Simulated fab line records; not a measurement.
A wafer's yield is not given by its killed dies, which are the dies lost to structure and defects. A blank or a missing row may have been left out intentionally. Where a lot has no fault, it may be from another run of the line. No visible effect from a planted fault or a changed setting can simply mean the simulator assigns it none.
Which tool was responsible? -- flow nand harc -- Sampling: 21 lots, 63 wafers, 6 of 1302 route steps

## WHAT THE GAUGES READ, wafer by wafer
No reading from a measuring or inspecting step in the record can be judged against a usual standard deviation.

## WHAT TOOL EACH LOT RAN ON (gives the tool, then ch and the chambers of the sampled wafers, and finally the start)
lot,NHARC_A_CHANNEL_HOLE_D2_ETCH_38,NHARC_A_CHANNEL_HOLE_D2_ETCH_19,NHARC_A_CHANNEL_HOLE_D2_ETCH_22,NHARC_A_CHANNEL_HOLE_D2_ETCH_23,NHARC_A_CHANNEL_FILL_D2_CMP_10,NHARC_A_STAIRCASE_TRIM_198
L074,"rie diel-01 ch 0,1,2, day 13 02:26","har etch-01 ch 0,1, day 13 05:02","har etch-01 ch 0,1, day 13 05:54","har etch-01 ch 0,1, day 13 06:28","cmp-01 ch 0,1,3, day 15 13:02","rie diel-11 ch 1,2, no start"
L075,"rie diel-12 ch 0,2,3, day 13 16:31","har etch-02 ch 0, day 13 20:13","har etch-02 ch 0, day 13 21:10","har etch-02 ch 0, day 13 21:46","cmp-01 ch 0,3, day 16 01:20","rie diel-13 ch 1,2,3, no start"
L076,"rie diel-12 ch 1,2,3, day 14 08:11","har etch-02 ch 0, day 14 09:17","har etch-02 ch 0, day 14 11:01","har etch-02 ch 0, day 14 12:09","cmp-04 ch 0,1,2, day 16 19:37","rie diel-13 ch 0,2,3, no start"
L077,"rie diel-08 ch 0,3, day 14 11:10","har etch-01 ch 0,1, day 14 12:16","har etch-01 ch 0,1, day 14 13:07","har etch-01 ch 0,1, day 14 13:41","cmp-01 ch 1,2, day 16 19:39","rie diel-11 ch 1,2,3, no start"
L078,"rie diel-12 ch 0,1, day 15 01:24","har etch-02 ch 0,1, day 15 02:33","har etch-02 ch 0,1, day 15 03:25","har etch-02 ch 0,1, day 15 03:59","cmp-03 ch 0,1,3, day 17 07:30","rie diel-04 ch 1,2, no start"
L080,"rie diel-01 ch 0,1,2, day 15 20:47","har etch-02 ch 0,1, day 16 01:38","har etch-02 ch 0,1, day 16 02:39","har etch-02 ch 0,1, day 16 03:15","cmp-04 ch 0,2, day 18 07:56","rie diel-04 ch 2,3, no start"
L081,"rie diel-01 ch 0,1, day 16 08:08","har etch-01 ch 0,1, day 16 09:15","har etch-01 ch 0,1, day 16 10:11","har etch-01 ch 0,1, day 16 10:47","cmp-04 ch 1,2,3, day 18 16:11","rie diel-04 ch 1,2, no start"
L082,"rie diel-01 ch 1,3, day 16 16:10","har etch-01 ch 0,1, day 16 17:48","har etch-01 ch 0,1, day 16 18:45","har etch-01 ch 0,1, day 16 19:20","cmp-04 ch 0,3, day 18 23:44","rie diel-04 ch 1,2, no start"
L083,"rie diel-12 ch 0,2,3, day 17 01:29","har etch-01 ch 0,1, day 17 06:24","har etch-01 ch 0,1, day 17 07:21","har etch-01 ch 0,1, day 17 07:56","cmp-03 ch 0,1,3, day 19 12:01","rie diel-11 ch 0,1,3, no start"
L084,"rie diel-08 ch 0,1,2, day 17 12:45","har etch-02 ch 0,1, day 17 14:23","har etch-02 ch 0,1, day 17 15:29","har etch-02 ch 0,1, day 17 16:07","cmp-01 ch 0,2,3, day 19 22:37","rie diel-13 ch 1,2,3, no start"
L085,"rie diel-12 ch 0,2,3, day 17 12:55","har etch-01 ch 0,1, day 17 14:43","har etch-01 ch 0,1, day 17 15:35","har etch-01 ch 0,1, day 17 16:08","cmp-03 ch 1,2,3, day 19 22:35","rie diel-13 ch 0,1,2, no start"
L086,"rie diel-01 ch 1,2,3, day 18 07:26","har etch-02 ch 0,1, day 18 08:32","har etch-02 ch 0,1, day 18 09:25","har etch-02 ch 0,1, day 18 09:58","cmp-03 ch 0,2, day 20 13:04","rie diel-13 ch 0,1, no start"
L088,"rie diel-12 ch 0,1, day 19 06:12","har etch-02 ch 0,1, day 19 07:20","har etch-02 ch 0,1, day 19 08:22","har etch-02 ch 0,1, day 19 08:59","cmp-04 ch 1,3, day 21 12:37","rie diel-13 ch 0,2,3, no start"
L090,"rie diel-08 ch 0,2,3, day 19 21:40","har etch-01 ch 0,1, day 19 22:47","har etch-01 ch 0,1, day 19 23:39","har etch-01 ch 0,1, day 20 00:13","cmp-01 ch 1,3, day 22 04:58","rie diel-13 ch 0,1, no start"
L091,"rie diel-12 ch 0,2, day 20 15:23","har etch-01 ch 0,1, day 20 16:29","har etch-01 ch 0,1, day 20 17:26","har etch-01 ch 0,1, day 20 18:01","cmp-03 ch 0,2, day 23 04:13","rie diel-04 ch 1,3, no start"
L092,"rie diel-08 ch 0,2,3, day 20 16:10","har etch-02 ch 0,1, day 20 17:16","har etch-02 ch 0,1, day 20 18:08","har etch-02 ch 0,1, day 20 18:42","cmp-04 ch 1,2, day 23 04:13","rie diel-11 ch 0,1,3, no start"
L093,"rie diel-12 ch 0,1,3, day 21 01:24","har etch-01 ch 0,1, day 21 04:18","har etch-01 ch 0,1, day 21 05:10","har etch-01 ch 0,1, day 21 05:43","cmp-03 ch 0,2,3, day 23 18:58","rie diel-13 ch 0,1,2, no start"
L094,"rie diel-01 ch 0,1,3, day 22 10:50","har etch-01 ch 0,1, day 22 11:56","har etch-01 ch 0,1, day 22 12:48","har etch-01 ch 0,1, day 22 13:22","cmp-01 ch 0,1, day 24 23:50","rie diel-13 ch 1,3, no start"
L095,"rie diel-08 ch 2,3, day 22 11:23","har etch-02 ch 0,1, day 22 13:58","har etch-02 ch 0,1, day 22 14:50","har etch-02 ch 0,1, day 22 15:24","cmp-03 ch 0,1, day 24 23:52","rie diel-11 ch 1,2, no start"
L096,"rie diel-12 ch 0,1,2, day 22 16:07","har etch-01 ch 0,1, day 22 17:13","har etch-01 ch 0,1, day 22 18:10","har etch-01 ch 0,1, day 22 18:46","cmp-03 ch 1,2,3, day 25 06:27","rie diel-04 ch 0,1,3, no start"
L097,"rie diel-12 ch 0,2,3, day 23 07:55","har etch-01 ch 0,1, day 23 10:32","har etch-01 ch 0,1, day 23 11:29","har etch-01 ch 0,1, day 23 12:05","cmp-03 ch 0,1,3, day 25 17:08","rie diel-04 ch 1,2,3, no start"
- NHARC_A_CHANNEL_HOLE_D2_ETCH_38: etches the open film in CF4, target depth 39 nm, time 65 s.
- NHARC_A_CHANNEL_HOLE_D2_ETCH_19: etches the open film in C4F8/O2/Ar, time 34.5 s.
- NHARC_A_CHANNEL_HOLE_D2_ETCH_22: etches the open film in C4F8/O2/Ar, time 666.7 s, target depth 1600 nm.
- NHARC_A_CHANNEL_HOLE_D2_ETCH_23: etches the open film in C4F8/O2/Ar, time 819 s, target depth 1600 nm.
- NHARC_A_CHANNEL_FILL_D2_CMP_10: polishes, target thk 150 nm.
- NHARC_A_STAIRCASE_TRIM_198: chemistry O2, time 211.2 s.

## AS READ BY THE TOOLS THEMSELVES (means over the sampled wafers that have a number; for cases with no such wafer, the mark the record gives instead)
NHARC_A_CHANNEL_HOLE_D2_ETCH_38. Usual: cf4 flow sccm 150.0 sccm, standard deviation 0.44; drypump motor current A 5.4 A, standard deviation 0.39; oes product au 1.000 a.u., standard deviation 0.011; rf vpp V 151.6 V, standard deviation 1; showerhead plenum p Torr 1.79 Torr, standard deviation 0.049; throttle valve pct 13.284 %, standard deviation 0.0095.
lot,tool,cf4 flow sccm (sccm),drypump motor current A (A),oes product au (a.u.),rf vpp V (V),showerhead plenum p Torr (Torr),throttle valve pct (%),flag
L074,rie diel-01,149.9,5.4,1.011,151.3,1.80,13.294,
L075,rie diel-12,150.0,5.1,0.991,152.8,1.81,13.282,
L076,rie diel-12,149.9,5.3,1.002,150.6,1.79,13.279,
L077,rie diel-08,149.9,5.7,1.002,151.5,1.73,13.284,
L078,rie diel-12,149.9,5.5,0.985,152.8,1.80,13.289,
L080,rie diel-01,149.7,5.4,1.004,151.5,1.80,13.285,
L081,rie diel-01,150.0,5.2,1.012,151.0,1.77,13.274,
L082,rie diel-01,149.7,5.4,1.002,150.9,1.75,13.289,
L083,rie diel-12,149.7,5.1,1.003,152.0,1.81,13.287,
L084,rie diel-08,149.8,5.3,1.006,151.8,1.73,13.284,
L085,rie diel-12,149.2,5.1,0.999,152.0,1.81,13.282,
L086,rie diel-01,150.3,5.6,1.002,152.3,1.78,13.285,
L088,rie diel-12,149.6,5.8,0.981,151.9,1.79,13.289,
L090,rie diel-08,150.0,5.6,0.997,151.2,1.78,13.279,
L091,rie diel-12,150.2,5.0,0.997,151.6,1.80,13.287,
L092,rie diel-08,150.4,5.6,1.007,151.7,1.78,13.292,
L093,rie diel-12,150.0,5.5,0.976,151.3,1.80,13.286,
L094,rie diel-01,150.5,5.3,1.008,152.0,1.77,13.281,
L095,rie diel-08,150.1,5.8,0.994,151.5,1.85,13.284,
L096,rie diel-12,150.2,5.4,0.987,152.1,1.79,13.285,
L097,rie diel-12,149.6,5.1,0.996,152.6,1.81,13.297,

NHARC_A_CHANNEL_HOLE_D2_ETCH_19. Usual: c4f8 flow sccm 28.79 sccm, standard deviation 0.078; drypump motor current A 5.59 A, standard deviation 0.29; showerhead plenum p Torr 3.62 Torr, standard deviation 0.2; throttle valve pct 37.037 %, standard deviation 0.0097.
lot,tool,c4f8 flow sccm (sccm),drypump motor current A (A),showerhead plenum p Torr (Torr),throttle valve pct (%),flag
L074,har etch-01,28.76,5.43,3.52,37.045,
L075,har etch-02,28.79,6.09,3.57,37.041,
L076,har etch-02,28.86,6.09,3.56,37.032,
L077,har etch-01,28.78,5.45,3.51,37.039,
L078,har etch-02,28.74,5.91,3.53,37.023,
L080,har etch-02,28.91,5.75,3.50,37.042,
L081,har etch-01,28.80,5.45,3.50,37.053,
L082,har etch-01,28.81,5.36,3.51,37.027,
L083,har etch-01,28.81,5.43,3.49,37.043,
L084,har etch-02,28.77,5.91,3.98,37.045,
L085,har etch-01,28.87,5.44,3.49,37.041,
L086,har etch-02,28.75,5.92,3.98,37.043,
L088,har etch-02,28.77,5.75,3.97,37.040,
L090,har etch-01,28.76,5.44,3.47,37.042,
L091,har etch-01,28.79,5.45,3.47,37.039,
L092,har etch-02,28.79,5.93,3.96,37.041,
L093,har etch-01,28.76,5.35,3.48,37.027,
L094,har etch-01,28.82,5.37,3.47,37.034,
L095,har etch-02,28.70,5.76,3.94,37.035,
L096,har etch-01,28.74,5.38,3.47,37.038,
L097,har etch-01,28.79,5.35,3.46,37.027,

NHARC_A_CHANNEL_HOLE_D2_ETCH_22. Usual: c4f8 flow sccm 89.29 sccm, standard deviation 0.23; drypump motor current A 5.59 A, standard deviation 0.3; showerhead plenum p Torr 3.58 Torr, standard deviation 0.2; throttle valve pct 32.155 %, standard deviation 0.0095.
lot,tool,c4f8 flow sccm (sccm),drypump motor current A (A),showerhead plenum p Torr (Torr),throttle valve pct (%),flag
L074,har etch-01,89.45,5.45,3.49,32.155,
L075,har etch-02,89.06,6.07,3.53,32.155,
L076,har etch-02,89.06,6.10,3.53,32.161,
L077,har etch-01,89.21,5.44,3.48,32.156,
L078,har etch-02,89.42,5.91,3.50,32.159,
L080,har etch-02,89.27,5.76,3.46,32.144,
L081,har etch-01,89.28,5.43,3.47,32.154,
L082,har etch-01,89.37,5.36,3.48,32.163,
L083,har etch-01,89.27,5.44,3.46,32.151,
L084,har etch-02,89.19,5.92,3.93,32.157,
L085,har etch-01,89.24,5.45,3.45,32.162,
L086,har etch-02,89.49,5.92,3.92,32.153,
L088,har etch-02,89.19,5.75,3.92,32.151,
L090,har etch-01,89.28,5.43,3.44,32.153,
L091,har etch-01,89.29,5.46,3.43,32.159,
L092,har etch-02,89.27,5.93,3.91,32.152,
L093,har etch-01,89.54,5.36,3.45,32.146,
L094,har etch-01,89.52,5.36,3.44,32.165,
L095,har etch-02,89.35,5.76,3.89,32.150,
L096,har etch-01,89.38,5.35,3.44,32.147,
L097,har etch-01,89.24,5.36,3.43,32.155,

NHARC_A_CHANNEL_HOLE_D2_ETCH_23. Usual: c4f8 flow sccm 89.29 sccm, standard deviation 0.25; drypump motor current A 5.59 A, standard deviation 0.29; showerhead plenum p Torr 3.58 Torr, standard deviation 0.2; throttle valve pct 32.155 %, standard deviation 0.0096.
lot,tool,c4f8 flow sccm (sccm),drypump motor current A (A),showerhead plenum p Torr (Torr),throttle valve pct (%),flag
L074,har etch-01,88.87,5.43,3.49,32.153,
L075,har etch-02,89.43,6.07,3.53,32.146,
L076,har etch-02,88.84,6.09,3.53,32.155,
L077,har etch-01,89.43,5.44,3.48,32.156,
L078,har etch-02,89.27,5.91,3.50,32.157,
L080,har etch-02,88.96,5.74,3.46,32.145,
L081,har etch-01,89.29,5.44,3.47,32.140,
L082,har etch-01,89.24,5.36,3.48,32.152,
L083,har etch-01,89.48,5.43,3.46,32.147,
L084,har etch-02,89.34,5.91,3.93,32.159,
L085,har etch-01,89.22,5.43,3.45,32.156,
L086,har etch-02,89.62,5.89,3.92,32.148,
L088,har etch-02,89.02,5.74,3.92,32.164,
L090,har etch-01,89.64,5.42,3.44,32.164,
L091,har etch-01,89.12,5.44,3.43,32.152,
L092,har etch-02,89.26,5.92,3.91,32.156,
L093,har etch-01,89.28,5.35,3.45,32.156,
L094,har etch-01,89.23,5.36,3.44,32.154,
L095,har etch-02,89.15,5.75,3.89,32.165,
L096,har etch-01,89.57,5.36,3.44,32.150,
L097,har etch-01,89.36,5.36,3.43,32.151,

NHARC_A_CHANNEL_FILL_D2_CMP_10. Usual: motor current A 11.5 A, standard deviation 0.88; time to endpoint s 16.1 s, standard deviation 2.3.
lot,tool,motor current A (A),time to endpoint s (s),flag
L074,cmp-01,11.6,12.5,
L075,cmp-01,11.0,15.1,
L076,cmp-04,10.8,14.2,
L077,cmp-01,12.4,16.8,
L078,cmp-03,11.6,16.2,
L080,cmp-04,10.6,14.5,
L081,cmp-04,11.0,14.9,
L082,cmp-04,10.7,13.9,
L083,cmp-03,11.4,15.3,
L084,cmp-01,11.9,17.5,
L085,cmp-03,11.8,15.4,
L086,cmp-03,11.4,16.4,
L088,cmp-04,11.8,17.9,
L090,cmp-01,11.3,12.4,
L091,cmp-03,11.6,16.9,
L092,cmp-04,11.9,16.7,
L093,cmp-03,12.2,18.9,
L094,cmp-01,11.8,13.7,
L095,cmp-03,11.2,16.2,
L096,cmp-03,11.8,17.4,
L097,cmp-03,11.8,16.6,

NHARC_A_STAIRCASE_TRIM_198. Usual: drypump motor current A 5.6 A, standard deviation 0.47; oes product au 0.999 a.u., standard deviation 0.0088; rf vpp V 57.8 V, standard deviation 0.88; showerhead plenum p Torr 3.55 Torr, standard deviation 0.18; throttle valve pct 17.036 %, standard deviation 0.009.
lot,tool,drypump motor current A (A),oes product au (a.u.),rf vpp V (V),showerhead plenum p Torr (Torr),throttle valve pct (%),flag
L074,rie diel-11,5.8,0.997,58.5,3.63,17.035,
L075,rie diel-13,5.7,1.000,57.1,3.57,17.037,
L076,rie diel-13,6.0,1.012,57.9,3.49,17.035,
L077,rie diel-11,5.6,0.992,58.2,3.63,17.032,
L078,rie diel-04,5.2,1.004,57.9,3.41,17.035,
L080,rie diel-04,5.3,0.994,57.7,3.30,17.034,
L081,rie diel-04,5.1,1.004,57.4,3.52,17.035,
L082,rie diel-04,5.2,1.001,57.3,3.40,17.032,
L083,rie diel-11,5.5,0.995,57.4,3.65,17.045,
L084,rie diel-13,5.7,0.995,57.9,3.55,17.046,
L085,rie diel-13,5.6,0.999,57.5,3.63,17.029,
L086,rie diel-13,5.4,0.991,58.0,3.67,17.033,
L088,rie diel-13,6.0,1.005,57.5,3.46,17.033,
L090,rie diel-13,5.8,0.989,57.9,3.58,17.035,
L091,rie diel-04,5.1,0.995,57.3,3.42,17.037,
L092,rie diel-11,5.5,0.996,57.5,3.63,17.031,
L093,rie diel-13,5.6,1.001,58.3,3.61,17.036,
L094,rie diel-13,5.5,1.000,58.8,3.76,17.048,
L095,rie diel-11,5.8,1.008,57.6,3.59,17.038,
L096,rie diel-04,5.5,0.993,57.7,3.49,17.041,
L097,rie diel-04,5.2,0.992,58.5,3.57,17.030,

## THE ANSWER, worked out from the rows above alone
Rule: a lot is off if the mean of its wafers that have a number lies more than 3 standard deviations from the usual mean. A lot without any number at a reading at which 4 lots or more have one is off too. The other lots that the step has rows for count as sound. The gauges are gone through in route order, then the tools' own readings, and for those a lot's mean is taken as printed above. At the first step where some lot is off, the reading lying furthest off is the one used; lots without a number count as furthest.
No lot is off at any reading shown: from this, nothing can be told.

## WHAT THE SIMULATOR HAD INSERTED
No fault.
